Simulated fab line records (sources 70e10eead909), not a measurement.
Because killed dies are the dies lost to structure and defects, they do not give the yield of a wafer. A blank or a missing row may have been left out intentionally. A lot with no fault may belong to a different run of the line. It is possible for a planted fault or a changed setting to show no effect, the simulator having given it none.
A struck lot beside a sound one -- flow nandHarc -- 39 steps out of a route of 1302
Sound: these wafers, L616.2, L616.4, L616.6. Wafers L630.1, L630.4, L630.6 were the ones struck. At the end, the cause is stated.
Per side, at each step with rows, come the tool, then ch with its chambers, and then its first start. Under that, the readings that differ: sound wafers -- struck wafers -- difference of the means -- sigmas: that difference in standard deviations of wafers without a fault.
alike: readings with means less than 2 such deviations apart, plus words and numbers identical on both sides. not compared: withheld readings, readings lacking a value on some wafer, bounds such as >300 that could conceal the same value, and numbers that have no deviation in the record and whose values overlap.
Wherever a step has rows on one side only, a row that says differs or no value, or a row with sigmas, the two part there. Non-overlapping numbers with no deviation appear without sigmas and do not part them. A reading that every wafer of one side lacks parts them only if that side has two wafers or more.

first, 1 step without rows for these wafers: NHARC_A_ONON_D1_DEP_00 (target thk 1000 nm).
NHARC_A_ONON_D1_THK_MEAS_02: measures by ellipsometry.
  sound on filmMetro-01 at day 8 03:54; struck on filmMetro-01 at day 13 17:07
  alike: thkNm
then, 1 step without rows for these wafers: NHARC_A_ONON_D1_DEP_03 (target thk 1000 nm).
NHARC_A_ONON_D1_THK_MEAS_05: measures by ellipsometry.
  sound on filmMetro-01 at day 8 04:28; struck on filmMetro-02 at day 13 17:40
reading,sound,struck,difference,sigmas
thkNm (nm),986 987 987,1007 1008 1005,+20,+2
then, 1 step without rows for these wafers: NHARC_A_ONON_D1_DEP_06 (target thk 1000 nm).
NHARC_A_ONON_D1_THK_MEAS_08: measures by ellipsometry.
  sound on filmMetro-01 at day 8 05:02; struck on filmMetro-01 at day 13 18:14
  alike: thkNm
then, 1 step without rows for these wafers: NHARC_A_ONON_D1_DEP_09 (target thk 1000 nm).
NHARC_A_ONON_D1_THK_MEAS_11: measures by ellipsometry.
  sound on filmMetro-02 at day 8 05:36; struck on filmMetro-01 at day 13 18:49
  alike: thkNm
then, 1 step without rows for these wafers: NHARC_A_ONON_D1_DEP_12 (target thk 1000 nm).
NHARC_A_ONON_D1_THK_MEAS_14: measures by ellipsometry.
  sound on filmMetro-01 at day 8 06:10; struck on filmMetro-01 at day 13 19:22
reading,sound,struck,difference,sigmas
thkNm (nm),1009 1010 1011,987 987 984,-24,-2
then, 1 step without rows for these wafers: NHARC_A_ONON_D1_ANNEAL_15 (time 3600 s).
NHARC_A_ONON_D1_DEP_16: target thk 1000 nm.
  sound on pecvdOnon-01 ch 0, day 8 14:19; struck on pecvdOnon-02 ch 0, day 14 06:45
reading,sound,struck,difference,sigmas
n2FlowSccm (sccm),2734 2734 2735,2759 2757 2749,+21,+2
NHARC_A_ONON_D1_THK_MEAS_18: measures by ellipsometry.
  sound on filmMetro-01 at day 8 14:46; struck on filmMetro-02 at day 14 07:16
  alike: thkNm
then, 1 step without rows for these wafers: NHARC_A_ONON_D1_DEP_19 (target thk 1000 nm).
NHARC_A_ONON_D1_THK_MEAS_21: measures by ellipsometry.
  sound on filmMetro-02 at day 8 15:20; struck on filmMetro-01 at day 14 07:50
  alike: thkNm
then, 1 step without rows for these wafers: NHARC_A_ONON_D1_DEP_22 (target thk 1000 nm).
NHARC_A_ONON_D1_THK_MEAS_24: measures by ellipsometry.
  sound on filmMetro-01 at day 8 15:53; struck on filmMetro-02 at day 14 08:25
  alike: thkNm
then, 1 step without rows for these wafers: NHARC_A_ONON_D1_DEP_25 (target thk 1000 nm).
NHARC_A_ONON_D1_THK_MEAS_27: measures by ellipsometry.
  sound on filmMetro-02 at day 8 16:28; struck on filmMetro-01 at day 14 08:59
  alike: thkNm
then, 1 step without rows for these wafers: NHARC_A_ONON_D1_DEP_28 (target thk 1000 nm).
NHARC_A_ONON_D1_THK_MEAS_30: measures by ellipsometry.
  sound on filmMetro-02 at day 8 17:01; struck on filmMetro-01 at day 14 09:32
  alike: thkNm
NHARC_A_ONON_D1_DEP_33: deposits SiO2, target thk 200 nm.
  sound on pecvd-02 ch 0,1,2, day 8 17:10; struck on pecvd-02 ch 0,2, day 14 09:39
  alike: heaterPowerW, showerheadVppV, throttleValvePct
NHARC_A_ONON_D1_THK_MEAS_34: measures by ellipsometry.
  sound on filmMetro-01 at day 8 17:29; struck on filmMetro-01 at day 14 10:01
  alike: thkNm
NHARC_A_CHANNEL_HOLE_D1_DEP_00: deposits aC, target thk 3100 nm.
  sound on aclDep-01 ch 0, day 8 19:02; struck on aclDep-03 ch 0, day 14 10:08
  alike: throttleValvePct
NHARC_A_CHANNEL_HOLE_D1_DEP_01: deposits SiON, target thk 140 nm.
  sound on pecvd-01 ch 0,1,2, day 8 20:42; struck on pecvd-03 ch 0,1,2, day 14 12:08
  alike: heaterPowerW, showerheadVppV
then, 10 steps without rows for these wafers: NHARC_A_CHANNEL_HOLE_D1_DEHYDRATE_02 (time 120 s); NHARC_A_CHANNEL_HOLE_D1_HMDS_03 (time 30 s); NHARC_A_CHANNEL_HOLE_D1_COAT_36 (time 75 s); NHARC_A_CHANNEL_HOLE_D1_COAT_37 (time 65 s); NHARC_A_CHANNEL_HOLE_D1_COAT_04 (resist thk 90 nm); NHARC_A_CHANNEL_HOLE_D1_SOFTBAKE_05 (time 55 s); NHARC_A_CHANNEL_HOLE_D1_EBR_06; NHARC_A_CHANNEL_HOLE_D1_EXPOSE_07 (exposes mask HOLE D1, target cd 100 nm); NHARC_A_CHANNEL_HOLE_D1_PEB_08 (peb time 65 s); NHARC_A_CHANNEL_HOLE_D1_DEVELOP_09 (develop time 35 s).
NHARC_A_CHANNEL_HOLE_D1_CD_MEAS_10: the cd target is 100 nm.
  sound on cdSem-02 ch 0, day 8 21:14; struck on cdSem-01 ch 0, day 14 12:47
reading,sound,struck,difference,sigmas
cdNm (nm),101.2 100.6 101.4,100.1 99.2 99.9,-1.3,-2
NHARC_A_CHANNEL_HOLE_D1_OVL_MEAS_11:
  sound on overlay-01 at day 8 21:20; struck on overlay-02 at day 14 12:53
  alike: overlayXNm, overlayYNm
NHARC_A_CHANNEL_HOLE_D1_DESCUM_15: chemistry O2, time 3 s.
  sound on rieDiel-02 ch 0,1,2, day 8 21:25; struck on rieDiel-02 ch 1,2,3, day 14 12:59
  alike: drypumpMotorCurrentA, o2FlowSccm, oesProductAu, rfVppV, showerheadPlenumPTorr, throttleValvePct
  not compared: rfHoursCounterH
-- jump in the record: it breaks off in module A_CHANNEL_HOLE_D1 and resumes in module END (first step shown: number 1302 of the route), and 15 days separate the struck wafers' starts before and after --
NHARC_END_SORT_01:
  the record has rows for the struck wafers here (prober-01 ch 0, day 29 19:19) and none for the sound ones

WHERE THEY PART
Last at NHARC_END_SORT_01 as far as this record goes, first at NHARC_A_ONON_D1_THK_MEAS_05.

WHY: the cause the simulator had injected
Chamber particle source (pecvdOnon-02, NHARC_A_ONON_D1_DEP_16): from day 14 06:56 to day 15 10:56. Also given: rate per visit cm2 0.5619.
